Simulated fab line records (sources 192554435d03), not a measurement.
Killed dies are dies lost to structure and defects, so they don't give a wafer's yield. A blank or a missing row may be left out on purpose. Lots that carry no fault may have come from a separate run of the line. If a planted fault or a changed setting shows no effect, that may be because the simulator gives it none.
fab line records | flow n5-finfet | part 2 of 2: steps 5 to 6 of 6
record lots=24 wafers=72 last-day=18
route steps=1938 shown BEOL_M3@979 BEOL_M4@1046
lots that met no fault: taken from a fault-free run of the same line
start-h: the number of hours between the record's first day and the start of the first shown wafer of the lot | wait-h: hours from the lot's prior step to this one | " repeats the value in the row above | L1.1+2: a single row standing in for several wafers | - value missing, or start not given | * or withheld: withheld | < > ~ a bound
route shown NAME@n: a module of which the file shows steps, and the number in the route of the first | usual: mean/standard deviation taken from wafers without a fault | same: alike in all rows | chamber/n: place in a boat | sites: the reading at each site | _std_site: the standard deviation of these | _edge_site: outer sites' mean less inner sites' | radius-mm: how far each site lies from the wafer's centre | mask NAME#n: copy n | behind: the tool/chamber that last shaped the wafer | hold: the reason the lot was held/the length of the hold in hours/how it ended | device: the transistor (n, p or np) that didn't switch | end of line: the route-end tests of the same wafers | for a step that has no rows: nothing shown but its recipe | killed: count of dies lost to structure and defects at first sort (not the wafer's yield) | map: shows each die of a wafer: x if killed, . if not, _ if none is there
set.NAME: the setting that was run; set.NAME@STEP: the one run at that earlier step | model.NAME: the simulator's own value behind a step, which no gauge read
one table for each step of the route and one row for each wafer, over a sample of lots
services: a tool's chamber out of use, with start hour (start-h, from the record's first day; less than 0 if before it), hours out, and reason
## steps
# step N5_BEOL_M4_DESCUM_33
# recipe chemistry=O2 time-s=7 source-power-w=50 bias-power-w=20 pressure-mtorr=20 rf-frequency-hz=2.712e+07 temp-c=40 resist=CAR-EUV o2-flow-sccm=225
# usual drypump-motor-current-A=5.6/0.38 oes-product-au=0.81/0.084 rf-fwd-power-W=49.46/0.23 rf-vpp-V=243.5/1.3 showerhead-plenum-p-Torr=2.11/0.068 throttle-valve-pct=20.4/0.31
# same time-s=7
# columns lot.wafer tool chamber start-h wait-h drypump-motor-current-A oes-product-au rf-fwd-power-W rf-hours-counter-h rf-vpp-V showerhead-plenum-p-Torr throttle-valve-pct
L074.2 rie-diel-03 2 161.84 0.0 5.6 0.90 49.06 21 245.1 2.23 20.0
L074.3 " 0 " " 5.1 0.89 49.39 34 243.0 2.05 20.5
L074.4 " 0 " " 5.1 0.89 49.46 - 243.0 2.05 20.5
L075.1 rie-diel-03 1 165.73 0.0 5.6 0.70 49.42 233 243.4 2.08 20.5
L075.2 " 0 " " 5.1 0.88 49.58 34 241.8 2.05 20.5
L075.3 " 2 " " 5.7 0.91 48.80 22 246.1 2.23 20.0
L076.1 rie-diel-04 2 166.73 0.0 5.7 0.86 49.46 42 244.2 2.12 19.9
L076.2 " 0 " " 5.4 0.82 49.88 58 245.8 2.23 20.8
L076.5 " 2 " " 5.7 0.86 49.34 - 242.5 2.12 19.9
L077.3 rie-diel-06 2 179.51 0.3 5.0 0.81 49.44 91 241.9 2.02 20.5
L077.4 " 0 " " 5.5 0.73 49.45 194 242.1 2.08 20.2
L077.6 " 2 " " 4.9 0.82 49.42 - 242.7 2.02 20.5
L078.4 rie-diel-03 2 181.74 0.0 5.7 0.88 48.90 30 245.3 2.22 20.0
L078.5 " 3 " " 5.7 1.01 49.68 - 243.2 2.14 20.6
L078.6 " 2 " " 5.6 0.88 49.22 - 245.4 2.22 20.0
L080.1 rie-diel-04 3 193.16 0.0 5.5 0.88 49.71 40 243.2 2.13 19.9
L080.3 " 1 " " 5.7 0.96 49.75 7 244.7 2.14 20.2
L080.4 " 2 " " 5.6 0.85 49.43 51 245.2 2.12 19.9
L079.2 rie-diel-03 0 193.51 0.0 5.1 0.86 49.73 46 241.6 2.05 20.5
L079.3 " 1 " " 5.6 0.68 49.40 244 243.3 2.07 20.6
L079.6 " 0 " " 5.1 0.86 49.64 - 243.2 2.05 20.5
L081.1 rie-diel-04 0 203.82 0.0 5.4 0.81 49.67 72 244.4 2.22 20.8
L081.2 " 2 " " 5.7 0.85 49.49 56 242.3 2.12 19.9
L081.6 " 0 " " 5.4 0.82 49.34 - 245.1 2.22 20.8
L082.2 rie-diel-03 0 205.94 0.2 5.1 0.87 49.51 51 242.3 2.05 20.5
L082.4 " 1 " " 5.6 0.67 49.33 249 242.4 2.07 20.6
L082.5 " 2 " " 5.7 0.87 48.86 - 245.1 2.22 20.0
L084.1 rie-diel-06 0 209.25 0.0 5.5 0.72 49.75 205 243.3 2.08 20.3
L084.5 " 2 " " 5.0 0.81 49.28 - 242.0 2.02 20.6
L084.6 " 3 " " 6.5 0.70 49.52 - 244.7 2.15 20.5
L083.3 rie-diel-04 3 210.58 0.0 5.5 0.87 49.56 46 244.4 2.12 19.9
L083.4 " 0 " " 5.4 0.81 49.89 74 245.1 2.22 20.8
L083.5 " 3 " " 5.5 0.88 49.22 - 245.1 2.12 19.9
L085.2 rie-diel-06 1 219.39 0.1 5.3 0.74 49.71 148 241.8 2.01 20.8
L085.4 " 0 " " 5.5 0.71 49.35 209 242.4 2.07 20.3
L085.5 " 0 " " 5.5 0.71 49.82 - 243.4 2.07 20.3
L086.2 rie-diel-06 1 229.94 0.0 5.3 0.74 49.65 151 242.5 2.01 20.8
L086.3 " 0 " " 5.5 0.71 49.56 212 244.2 2.07 20.3
L086.6 " 2 " " 5.0 0.80 49.45 - 242.2 2.01 20.6
L088.1 rie-diel-06 1 239.16 0.1 5.3 0.74 49.55 155 241.1 2.00 20.8
L088.4 " 0 " " 5.5 0.71 49.65 216 242.7 2.07 20.3
L088.5 " 1 " " 5.3 0.74 49.57 - 242.0 2.00 20.8
L087.2 rie-diel-06 2 246.53 0.1 5.0 0.79 49.33 112 243.1 2.01 20.6
L087.3 " 0 " " 5.5 0.70 49.71 218 242.1 2.07 20.3
L087.5 " 0 " " 5.5 0.71 49.63 - 242.2 2.07 20.3
L089.2 rie-diel-03 0 252.40 0.0 5.0 0.83 49.73 71 241.6 2.04 20.5
L089.3 " 1 " " 5.5 0.93 49.21 9 241.9 2.07 20.2
L089.6 " 3 " " 5.7 0.91 49.48 - 245.2 2.14 20.6
L090.2 rie-diel-04 1 252.50 0.0 5.7 0.89 49.75 29 244.0 2.14 20.3
L090.3 " 3 " " 5.5 0.85 49.49 61 245.0 2.12 19.9
L090.5 " 0 " " 5.4 0.79 49.63 - 245.4 2.22 20.8
L092.1 rie-diel-04 1 255.81 0.0 5.8 0.90 49.43 31 245.3 2.13 20.3
L092.2 " 0 " " 5.4 0.79 49.82 91 244.7 2.21 20.8
L092.3 " 3 " " 5.5 0.85 49.38 62 243.3 2.12 19.9
L091.1 rie-diel-06 1 256.52 0.0 5.3 0.73 49.62 161 242.1 2.00 20.8
L091.4 " 3 " " 6.5 0.68 49.37 229 243.8 2.14 20.6
L091.5 " 3 " " 6.5 0.69 49.33 - 244.6 2.14 20.6
L093.3 rie-diel-04 1 267.03 0.0 5.7 0.89 49.29 34 244.9 2.13 20.3
L093.5 " 1 " " 5.8 0.88 49.46 - 242.7 2.13 20.3
L093.6 " 2 " " 5.7 0.81 49.44 - 244.8 2.11 19.9
L094.1 rie-diel-06 2 268.62 0.0 5.0 0.79 49.27 119 242.0 2.01 20.6
L094.4 " 0 " " 5.4 0.70 49.63 228 244.4 2.07 20.3
L094.5 " 3 " " 6.5 0.69 49.33 - 242.9 2.14 20.6
L095.2 rie-diel-06 3 292.63 0.2 6.5 0.68 49.29 244 244.7 2.14 20.6
L095.4 " 3 " " 6.5 0.68 49.07 - 244.5 2.14 20.6
L095.6 " 2 " " 5.0 0.79 49.35 - 242.8 2.00 20.6
L096.1 rie-diel-04 2 292.67 0.1 5.6 0.81 49.42 86 244.4 2.11 19.9
L096.2 " 1 " " 5.7 0.87 49.56 43 244.0 2.13 20.3
L096.4 " 0 " " 5.4 0.78 49.90 104 246.0 2.21 20.8
L097.2 rie-diel-04 1 298.73 0.0 5.7 0.87 49.37 45 244.0 2.13 20.3
L097.4 " 3 " " 5.5 0.84 49.43 76 242.5 2.11 20.0
L097.5 " 2 " " 5.7 0.80 49.48 - 242.8 2.11 19.9
# step N5_BEOL_M4_ALD_98
# recipe material=SiO2 target-thk-a=25 temp-c=100 ald-precursor-family=BDEAS ald-co-reactant=O2-plasma pulse-time-s=1 co-reactant-pulse-time-s=1 purge-time-s=2 co-reactant-purge-time-s=2 ald-cycles=17 pressure-torr=2
# usual heater-power-outer-w=41/4.3 heater-power-w=78/7.5 precursor-pulse-height-rel=1.000/0.02
# columns lot.wafer tool chamber start-h wait-h heater-power-outer-w heater-power-w precursor-pulse-height-rel
L074.2 ald-sin-02 1 161.98 0.1 40 77 1.017
L074.3 " 0 " " 41 80 1.026
L074.4 " 3 " " 49 81 0.972
L075.1 ald-sin-03 1 165.89 0.1 38 76 0.983
L075.2 " 3 " " 38 75 0.992
L075.3 " 0 " " 40 82 0.999
L076.1 ald-sin-02 2 166.87 0.1 42 86 1.012
L076.2 " 0 " " 41 80 1.012
L076.5 " 0 " " 40 78 0.998
L077.3 ald-sin-02 1 179.65 0.1 39 76 0.987
L077.4 " 3 " " 50 80 0.994
L077.6 " 1 " " 40 77 0.978
L078.4 ald-sin-02 0 184.07 2.3 40 80 0.994
L078.5 " 1 " " 40 76 0.979
L078.6 " 2 " " 42 85 1.017
L080.1 ald-sin-02 0 193.44 0.2 42 76 1.036
L080.3 " 2 " " 42 84 1.004
L080.4 " 1 " " 41 76 0.989
L079.2 ald-sin-02 1 193.64 0.1 40 79 1.001
L079.3 " 2 " " 42 85 0.997
L079.6 " 0 " " 40 78 1.002
L081.1 ald-sin-03 3 203.96 0.1 37 75 0.977
L081.2 " 2 " " 49 94 0.996
L081.6 " 3 " " 38 74 1.004
L082.2 ald-sin-04 3 206.07 0.1 41 80 0.988
L082.4 " 0 " " 34 64 0.965
L082.5 " 1 " " 39 75 1.018
L084.1 ald-sin-04 0 209.38 0.1 33 61 1.019
L084.5 " 3 " " 41 79 1.001
L084.6 " 0 " " 34 62 0.997
L083.3 ald-sin-04 1 210.71 0.1 40 75 1.019
L083.4 " 3 " " 42 78 0.999
L083.5 " 0 " " 34 63 1.024
L085.2 ald-sin-03 2 219.87 0.4 51 93 1.013
L085.4 " 3 " " 38 74 1.012
L085.5 " 1 " " 39 73 0.958
L086.2 ald-sin-03 2 230.08 0.1 50 93 0.994
L086.3 " 3 " " 38 75 1.029
L086.6 " 2 " " 49 94 0.996
L088.1 ald-sin-03 2 239.43 0.2 49 93 0.961
L088.4 " 3 " " 38 75 1.002
L088.5 " 3 " " 39 74 0.997
L087.2 ald-sin-02 2 246.66 0.1 43 86 1.010
L087.3 " 0 " " 40 78 0.994
L087.5 " 1 " " 40 77 1.031
L089.2 ald-sin-04 0 252.54 0.1 34 64 0.979
L089.3 " 1 " " 39 75 1.025
L089.6 " 1 " " 38 72 1.039
L090.2 ald-sin-04 3 252.63 0.1 42 80 1.023
L090.3 " 0 " " 34 62 1.014
L090.5 " 0 " " 34 64 1.021
L092.1 ald-sin-04 2 255.94 0.1 43 81 0.974
L092.2 " 0 " " 35 62 0.984
L092.3 " 1 " " 40 75 1.010
L091.1 ald-sin-04 3 256.65 0.1 42 79 1.001
L091.4 " 2 " " 43 77 1.007
L091.5 " 0 " " 33 62 0.987
L093.3 ald-sin-04 2 267.17 0.1 44 79 1.019
L093.5 " 0 " " 35 63 0.973
L093.6 " 1 " " 40 75 1.000
L094.1 ald-sin-03 2 268.76 0.1 50 94 0.989
L094.4 " 0 " " 39 83 0.987
L094.5 " 2 " " 49 95 0.973
L095.2 ald-sin-04 1 292.78 0.1 39 74 0.981
L095.4 " 0 " " 34 63 1.009
L095.6 " 1 " " 40 71 0.996
L096.1 ald-sin-04 2 292.87 0.1 43 79 0.993
L096.2 " 3 " " 41 82 0.973
L096.4 " 1 " " 39 73 1.016
L097.2 ald-sin-03 3 299.02 0.2 38 73 0.978
L097.4 " 2 " " 50 95 1.008
L097.5 " 0 " " 39 81 1.022
## services
# columns tool chamber start-h hours kind
pvd-sputter-03 - 134.61 4.0 repair
rie-diel-02 2 138.40 - clean
rie-diel-02 2 138.40 - consumable-replace:focus-ring
rie-diel-02 2 138.40 25.0 scheduled-down
rie-diel-02 2 138.40 25.0 vent-cycle
rie-diel-01 3 147.65 1.5 repair
ald-sin-04 - 176.80 14.0 pm
ald-sin-04 0 176.80 14.0 vent-cycle
ald-sin-04 1 176.80 14.0 vent-cycle
ald-sin-04 2 176.80 14.0 vent-cycle
ald-sin-04 3 176.80 14.0 vent-cycle
ald-sin-04 0 190.80 - clean
rie-diel-02 3 191.01 10.1 repair
rie-diel-05 1 210.89 6.7 repair
rie-diel-06 3 226.21 11.0 repair
ald-sin-04 - 248.78 0.8 pm
ald-sin-02 - 268.53 14.0 pm
ald-sin-04 3 270.81 4.9 repair
rie-diel-02 - 275.29 0.6 repair
rie-diel-03 2 276.78 12.1 repair
rie-diel-05 3 281.88 - clean
rie-diel-05 3 281.88 - consumable-replace:focus-ring
rie-diel-05 3 281.88 15.8 scheduled-down
rie-diel-05 3 281.88 15.8 vent-cycle
